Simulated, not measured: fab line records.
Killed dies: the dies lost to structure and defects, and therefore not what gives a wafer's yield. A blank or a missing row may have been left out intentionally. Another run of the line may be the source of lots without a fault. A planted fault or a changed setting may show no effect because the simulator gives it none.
Split-lot trial -- flow n5 finfet -- 21 wafers read from 7 lots, route of 1938 steps

ON THE SPLIT
At N5_MOL_CONTACT_COAG_VIA_ETCH_46 (etches SiO2 in C4F6/O2, target depth 46 nm, overetch 9.2 nm, time 40 s), the setting bias w was moved away from the recipe's 455 W on 9 of the 21 wafers read, by -17.5% to +13.8%. The other wafers ran this setting at the recipe's value.

The reading is taken at the split's own step.

THE READING
rf vpp V, in V, at N5_MOL_CONTACT_COAG_VIA_ETCH_46 (etches SiO2 in C4F6/O2, target depth 46 nm, overetch 9.2 nm, time 40 s). Fault-free wafers of this fab line usually give 1573 V, standard deviation 27 V.

wafer,"tool, chamber at the split","bias w as run, W",against the recipe,"rf vpp V, V",against lot-mates on the recipe
L075.2,"rie diel-05, 3",455,recipe,1578,-
L075.4,"rie diel-05, 0",455,recipe,1555,-
L075.6,"rie diel-05, 3",376.2,-17.3%,1368,-198
L076.3,"rie diel-03, 3",455,recipe,1626,-
L076.4,"rie diel-03, 0",509.1,+11.9%,1720,+94
L076.6,"rie diel-03, 1",509.1,+11.9%,1688,+62
L078.2,"rie diel-01, 3",375.3,-17.5%,1362,-211
L078.4,"rie diel-01, 2",375.3,-17.5%,1404,-169
L078.6,"rie diel-01, 3",455,recipe,1573,-
L080.3,"rie diel-03, 0",455,recipe,1582,-
L080.4,"rie diel-03, 1",455,recipe,1553,-
L080.6,"rie diel-03, 2",455,recipe,1539,-
L088.2,"rie diel-01, 2",455,recipe,1623,-
L088.5,"rie diel-01, 2",455,recipe,1622,-
L088.6,"rie diel-01, 3",455,recipe,1575,-
L090.2,"rie diel-03, 1",517.9,+13.8%,1709,+128
L090.3,"rie diel-03, 2",517.9,+13.8%,1698,+117
L090.6,"rie diel-03, 0",455,recipe,1581,-
L091.2,"rie diel-03, 0",508.8,+11.8%,1717,+135
L091.3,"rie diel-03, 2",508.8,+11.8%,1673,+91
L091.5,"rie diel-03, 0",455,recipe,1582,-

THE FIT
A straight line over all 21 wafers: rf vpp V changes by +10.6 V for each +1% of bias w; r = +0.97; the points scatter about the line by 26 V.
The same after taking each lot's own level away (the mean of its wafers on the recipe; 21 wafers): +9.79 V for each +1%; r = +0.98; scatter 21 V.
Per that fit: largest bias w move, reading shift of 1.7e+02 V.
Across the lots, their own levels run from 1558.0 to 1626.0 V, a range of 2.5 times the standard deviation given above.
Hence the lot-to-lot level has little effect on the slope; both slopes agree.
Check: -170 V against its lot-mates is what the line predicts for one of the wafers moved furthest among these (-17.5%) when that wafer is left out of the fit. It came out at -211 V against them.
Tool readings at the split's step, against how far the setting was moved: rf vpp V r = +0.97.

THE OTHER SPLITS THESE WAFERS WENT THROUGH
These wafers also went through other splits before the reading. Each is held against what the fit with the lots' levels taken away leaves over:
other split on the same wafers,wafers away from the commonest value,r with rf vpp V (lot level and that fit taken away)
N5_SDB_ETCH_17 cf4 flow sccm,3,-0.41
N5_GATE_CUT_COAT_27 spin rpm,6,-0.10
N5_GATE_CUT_EXPOSE_10 dose mj,4,-0.16
N5_MOL_CONTACT_COAG_CONTACT_ETCH_14 source w,4,+0.08

THE FILE'S OWN FIT
rf vpp V changes by +9.93 V for each +1% of bias w, r = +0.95.
